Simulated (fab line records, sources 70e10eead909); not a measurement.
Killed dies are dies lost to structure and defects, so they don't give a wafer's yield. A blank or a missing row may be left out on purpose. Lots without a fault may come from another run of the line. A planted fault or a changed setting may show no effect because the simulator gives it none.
Tool commonality check | flow nand_harc | 10 lots, 36 wafers sampled

WHY IT WAS OPENED
At NHARC_A_CONTACT_CD_MEAS_08 the reading cd_nm is flagged on 2 of 10 lots. Wafers without a fault read 199.9 nm, standard deviation 0.64.
Rule: a lot is flagged when every wafer of it that has a number lies more than 4 standard deviations from that mean, or none has a number. The other lots count as sound.

lot  | measured     | on        | cd_nm (nm), wafer by wafer          | flag
L545 | day 22 21:50 | cd_sem-03 | 201.0 200.6 200.5                   |
L544 | day 23 01:39 | cd_sem-03 | 199.6 198.8 199.8                   |
L550 | day 23 19:44 | cd_sem-01 | 199.5 200.9 199.7                   |
L549 | day 24 02:00 | cd_sem-03 | 201.4 199.7 200.7                   |
L554 | day 25 15:58 | cd_sem-03 | 199.8 199.2 199.0                   |
L560 | day 29 04:15 | cd_sem-02 | 188.8 187.7 189.0 188.1 187.9 189.0 | FLAGGED
L562 | day 29 06:11 | cd_sem-03 | 190.6 190.9 189.7 189.9 190.8 189.8 | FLAGGED
L564 | day 29 18:13 | cd_sem-03 | 199.4 199.0 199.4                   |
L567 | day 31 06:16 | cd_sem-02 | 199.5 199.0 199.1                   |
L565 | day 32 02:26 | cd_sem-01 | 200.3 200.2 201.0                   |
The numbers of the flagged lots are 189.3 nm on average: -10.6 nm against the usual, or -16 standard deviations.

WHICH TOOL RAN EACH LOT
The record holds 3 process steps before the reading, out of a route of 1302 steps. In each cell: the tool, then ch and the chambers that the sampled wafers went through, then the start.
lot  | flag    | NHARC_A_CONTACT_ETCH_127             | NHARC_A_CONTACT_STRIP_82                      | NHARC_A_CONTACT_EXPOSE_05
L545 |         | har_cap_etch-02 ch 0,1, day 22 12:37 | rie_diel-01 ch 0,1,2, day 22 21:42 or earlier | arfi_scanner-03 ch 0, day 22 21:42
L544 |         | har_cap_etch-01 ch 0,1, day 22 19:07 | rie_diel-01 ch 1,2,3, day 23 01:31 or earlier | arfi_scanner-01 ch 0, day 23 01:31
L550 |         | har_cap_etch-01 ch 0,1, day 23 12:41 | rie_diel-01 ch 0,1,3, day 23 19:36 or earlier | arfi_scanner-03 ch 0, day 23 19:36
L549 |         | har_cap_etch-03 ch 0,1, day 23 20:28 | rie_diel-04 ch 1,2, day 24 01:52 or earlier   | arfi_scanner-01 ch 0, day 24 01:52
L554 |         | har_cap_etch-01 ch 0,1, day 25 10:29 | rie_diel-04 ch 1,3, day 25 15:50 or earlier   | arfi_scanner-01 ch 0, day 25 15:50
L560 | FLAGGED | har_cap_etch-02 ch 0,1, day 28 15:04 | rie_diel-01 ch 0,1, day 29 04:07 or earlier   | arfi_scanner-02 ch 0, day 29 04:07
L562 | FLAGGED | har_cap_etch-01 ch 0,1, day 28 19:03 | rie_diel-01 ch 0,1,3, day 29 06:02 or earlier | arfi_scanner-02 ch 0, day 29 06:02
L564 |         | har_cap_etch-01 ch 0,1, day 29 12:02 | rie_diel-04 ch 0,1,3, day 29 18:04 or earlier | arfi_scanner-01 ch 0, day 29 18:04
L567 |         | har_cap_etch-01 ch 0,1, day 30 23:51 | rie_diel-08 ch 0,2,3, day 31 06:08 or earlier | arfi_scanner-01 ch 0, day 31 06:08
L565 |         | har_cap_etch-01 ch 0,1, day 31 20:22 | rie_diel-08 ch 0,3, day 32 02:18 or earlier   | arfi_scanner-03 ch 0, day 32 02:18
What these steps do:
- NHARC_A_CONTACT_ETCH_127: etches the open film in C4F8/O2/Ar, time 197 s, target depth 1918 nm.
- NHARC_A_CONTACT_STRIP_82: strips in O2.
- NHARC_A_CONTACT_EXPOSE_05: exposes mask A CC.
- NHARC_A_CONTACT_CD_MEAS_08: target cd 200 nm.

FLAGGED OVER TOTAL, TOOL BY TOOL (the gauges that took the reading come last)
step                       | tool            | lots run | flagged | share of the flagged lots | sound lots run after its first flagged lot
NHARC_A_CONTACT_ETCH_127   | har_cap_etch-01 | 7        | 1       | some                      | 3 (L564,L567,L565)
NHARC_A_CONTACT_ETCH_127   | har_cap_etch-02 | 2        | 1       | some                      | 0
NHARC_A_CONTACT_ETCH_127   | har_cap_etch-03 | 1        | 0       | none                      | -
NHARC_A_CONTACT_STRIP_82   | rie_diel-01     | 5        | 2       | all                       | 0
NHARC_A_CONTACT_STRIP_82   | rie_diel-04     | 3        | 0       | none                      | -
NHARC_A_CONTACT_STRIP_82   | rie_diel-08     | 2        | 0       | none                      | -
NHARC_A_CONTACT_EXPOSE_05  | arfi_scanner-01 | 5        | 0       | none                      | -
NHARC_A_CONTACT_EXPOSE_05  | arfi_scanner-02 | 2        | 2       | all                       | 0
NHARC_A_CONTACT_EXPOSE_05  | arfi_scanner-03 | 3        | 0       | none                      | -
NHARC_A_CONTACT_CD_MEAS_08 | cd_sem-01       | 2        | 0       | none                      | -
NHARC_A_CONTACT_CD_MEAS_08 | cd_sem-02       | 2        | 1       | some                      | 1 (L567)
NHARC_A_CONTACT_CD_MEAS_08 | cd_sem-03       | 6        | 1       | some                      | 1 (L564)
NHARC_A_CONTACT_STRIP_82 gives no start for some lots, so the hours and the order of its lots are those of NHARC_A_CONTACT_EXPOSE_05.

WHAT THE TABLE ALLOWS
2 rows of the table ran every flagged lot: rie_diel-01 at NHARC_A_CONTACT_STRIP_82, arfi_scanner-02 at NHARC_A_CONTACT_EXPOSE_05.
- rie_diel-01 at NHARC_A_CONTACT_STRIP_82: 2 of its 5 lots flagged. Its last sound lot is L550 (day 23 19:36), its first flagged lot L560 (day 29 04:07): a fault that began between those two fits.
- arfi_scanner-02 at NHARC_A_CONTACT_EXPOSE_05: 2 of its 2 lots flagged. It ran no sound lot before its first flagged lot in this sample, so the start can't be narrowed down. Its own readings lie more than 4 standard deviations out on every wafer of the flagged lots: exposure_dose_mJ_cm2.
Counting lots can't tell these 2 tools apart, because each fits a fault that began at some hour. More lots, or a look at what each step does to the wafer, might.

WHAT THE SIMULATOR HAD PUT IN
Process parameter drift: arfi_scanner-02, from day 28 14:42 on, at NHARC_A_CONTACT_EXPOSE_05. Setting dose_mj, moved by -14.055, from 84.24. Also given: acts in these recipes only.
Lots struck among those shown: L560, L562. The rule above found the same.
